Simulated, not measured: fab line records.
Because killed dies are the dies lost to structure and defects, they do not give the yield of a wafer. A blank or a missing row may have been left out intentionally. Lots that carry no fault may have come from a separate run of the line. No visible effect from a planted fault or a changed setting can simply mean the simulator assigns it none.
Struck lot and sound lot, side by side ; flow n5_finfet ; 40 steps out of a route of 1938
Sound: these wafers, L271.3, L271.5, L271.6. Struck: wafer L282.2. (L282.5, L282.6 of the same lot were not struck and are left out.) The cause comes at the end.
At each step with rows: each side's tool, then ch and its chambers, then its first start. Under that, the readings that differ: sound wafers ; struck wafers ; difference of the means ; sigmas: that difference in standard deviations of wafers without a fault.
alike: a reading whose means differ by less than 2 such deviations, as well as words and numbers matching on both sides. not compared: withheld readings; readings where some wafer has no value; bounds like >300 that might hide an equal value; numbers whose values overlap and for which the record gives no deviation.
The two part at a step that has a row with sigmas, a row that says differs or no value, or rows on one side only. Numbers that don't overlap but have no deviation are shown without sigmas and don't part them. A reading that every wafer of one side lacks parts them only if that side has two wafers or more.

first, 12 steps without rows for these wafers: N5_HKMG_FIN_DESCUM_53 (chemistry O2, time 7.9 s); N5_HKMG_FIN_ETCH_54 (etches SiARC in CF4, target depth 45.5 nm, time 75.8 s); N5_HKMG_FIN_ETCH_55 (etches SOC in N2/H2, target depth 240 nm, time 300 s); N5_HKMG_FIN_STRIP_56 (strips in N2/H2); N5_HKMG_FIN_STRIP_57 (strips in CF4); N5_HKMG_FIN_ETCH_58 (etches SOC in N2/H2, target depth 215.8 nm, time 741 s); N5_HKMG_FIN_STRIP_93 (strips SOC in N2/H2, time 20 s); N5_HKMG_FIN_WET_ETCH_76 (etches Al2O3 in dNH4OH, stops on La2O3, target depth 2.25 nm, rinse time 30 s); N5_HKMG_FIN_STRIP_60 (strips in N2/H2, time 360 s); N5_HKMG_FIN_WET_ETCH_77 (etches La2O3 in dHCl, stops on HfO2, target depth 2 nm); N5_HKMG_FIN_WET_ETCH_78 (etches Al2O3 in dNH4OH, stops on La2O3, target depth 4.5 nm, rinse time 30 s); N5_HKMG_FIN_ALD_79 (deposits TiN, target thk 1.5 nm, pulse time 1 s, purge time 3 s).
N5_HKMG_FIN_CVD_62: deposits a-Si from Si2H6, target thk 3 nm, time 20.8 s.
  sound on thermal_cvd_si-01 ch 0,1,2, day 4 12:32; struck on thermal_cvd_si-02 ch 1, day 7 14:16
reading;sound;struck;difference;sigmas
model.a-Si_of_HKMG_FIN_CVD_62.thk_nm (nm);3 3 3.2;5.4;+2.3;
  alike: heater_power_w
then, 25 steps without rows for these wafers: N5_HKMG_FIN_RTA_80 (time 2 s); N5_HKMG_FIN_PRECLEAN_64 (cleans in dHF, time 30 s); N5_HKMG_FIN_WET_ETCH_65 (etches a-Si in TMAH, stops on TiN, time 49 s, target depth 3 nm); N5_HKMG_FIN_WET_ETCH_81 (etches TiN in SC1, stops on HfO2, time 57 s, target depth 6 nm); N5_HKMG_FIN_WET_ETCH_82 (etches La2O3 in dHCl, stops on HfO2, target depth 2 nm, rinse time 30 s); N5_HKMG_FIN_ALD_36 (deposits TiN, target thk 1 nm, pulse time 1 s, purge time 3 s); N5_HKMG_FIN_PWFM_ALD_03 (deposits TiN, target thk 2 nm, pulse time 1 s, purge time 3 s); N5_HKMG_FIN_COAT_29 (time 60 s, resist thk 300 nm); N5_HKMG_FIN_COAT_30 (time 60 s, resist thk 35 nm); N5_HKMG_FIN_COAT_06 (resist thk 90 nm); N5_HKMG_FIN_EBR_08; N5_HKMG_FIN_SOFTBAKE_07 (time 60 s); N5_HKMG_FIN_EXPOSE_09 (exposes mask NWFM); N5_HKMG_FIN_PEB_10 (peb time 60 s); N5_HKMG_FIN_DEVELOP_11 (develop time 30 s); N5_HKMG_FIN_DESCUM_17 (chemistry O2, time 7.9 s); N5_HKMG_FIN_ETCH_31 (etches SiARC in CF4, target depth 45.5 nm, time 75.8 s); N5_HKMG_FIN_ETCH_32 (etches SOC in N2/H2, target depth 240 nm, time 300 s); N5_HKMG_FIN_STRIP_33 (strips in N2/H2); N5_HKMG_FIN_STRIP_34 (strips in CF4); N5_HKMG_FIN_ETCH_35 (etches SOC in N2/H2, target depth 215.8 nm, time 243.4 s); N5_HKMG_FIN_STRIP_92 (strips SOC in N2/H2, time 20 s); N5_HKMG_FIN_WET_ETCH_18 (etches TiN in SC1, time 55 s, target depth 5.2 nm, rinse time 30 s); N5_HKMG_FIN_STRIP_19 (strips in N2/H2, time 360 s); N5_HKMG_FIN_ALD_91 (deposits TiN, target thk 1 nm, pulse time 1 s, purge time 3 s).
-- here the record skips 4 days between the struck wafers' starts before and after, leaving off in module HKMG_FIN and picking up in module BEOL_M4 (first step shown: number 1111 of the route) --
N5_BEOL_M4_RC_MEAS_101:
  sound on prober-02 ch 0, day 7 22:05; struck on prober-02 ch 0, day 11 16:33
reading;sound;struck;difference;sigmas
DIBL_P (mV/V);34.0 36.9 32.3;39.1;+4.7;+2
EOT_P;10.54 10.69 10.47;10.92;+0.35;+4
IGATE_P (nA/um);0.0034 0.0037 0.0046;0.0006;-0.0033;-5
IOFF_N (nA/um);0.12 0.16 0.11;0.00;-0.13;-4
IOFF_N_85C (nA/um);2.4 3.2 2.3;0.0;-2.6;-5
IOFF_N_LIN (nA/um);0.059 0.076 0.058;0.000;-0.064;-5
IOFF_N_LONG (nA/um);5.46e-05 5.32e-05 5.47e-05;3.07e-05;-2.35e-05;-11
IOFF_P (nA/um);0.18 0.23 0.16;5.55;+5.36;+99 or more
IOFF_P_85C (nA/um);3.2 3.9 2.9;56.9;+53.6;+89
IOFF_P_LIN (nA/um);0.089 0.108 0.084;2.491;+2.397;+99 or more
IOFF_P_LONG (nA/um);0.000111 0.000106 0.000114;0.000738;+0.000628;+77
ION_N (uA/um);662 676 674;259;-412;-37
ION_P (uA/um);454 465 460;581;+121;+16
VT_N (mV);255 251 254;447;+194;+55
VT_N_LONG (mV);275.8 274.6 278.3;479.0;+202.8;+99 or more
VT_N_LVT (mV);104 99 102;297;+195;+56
VT_P (mV);-252 -249 -256;-160;+92;+27
VT_P_LONG (mV);-273.4 -273.0 -272.8;-213.3;+59.8;+22
VT_P_LVT (mV);-100 -97 -103;-11;+89;+29
  alike: DIBL_N, SS_N, SS_P
-- a jump in the record: the struck wafers' starts before and after are 4 days apart (it breaks off in module BEOL_M4 and resumes in module PASSIVATION, where the first step shown is number 1936 of the route) --
N5_PASSIVATION_PROBE_49:
  sound on prober-02, day 12 06:12; struck on prober-02, day 15 20:45
reading;sound;struck;difference;sigmas
sort_bin_4_leakage (%);0 0 0;91.36;+91.36;+99 or more
sort_n_pass;1088 1077 1102;0;-1089;-64
sort_yield_pct (%);92.2 91.3 93.4;0;-92;-62
  alike: defect_limited_yield, killed_at_M0_to_M3, killed_at_M4_up, killed_at_contacts, killed_at_front_end, killed_at_other, killed_dies, killed_open, killed_short, sort_bin_5_function, sort_bin_6_memory

## WHERE THEY PART
At N5_BEOL_M4_RC_MEAS_101 first; at N5_PASSIVATION_PROBE_49 last (within this record only).

WHY: what had been put in by the simulator
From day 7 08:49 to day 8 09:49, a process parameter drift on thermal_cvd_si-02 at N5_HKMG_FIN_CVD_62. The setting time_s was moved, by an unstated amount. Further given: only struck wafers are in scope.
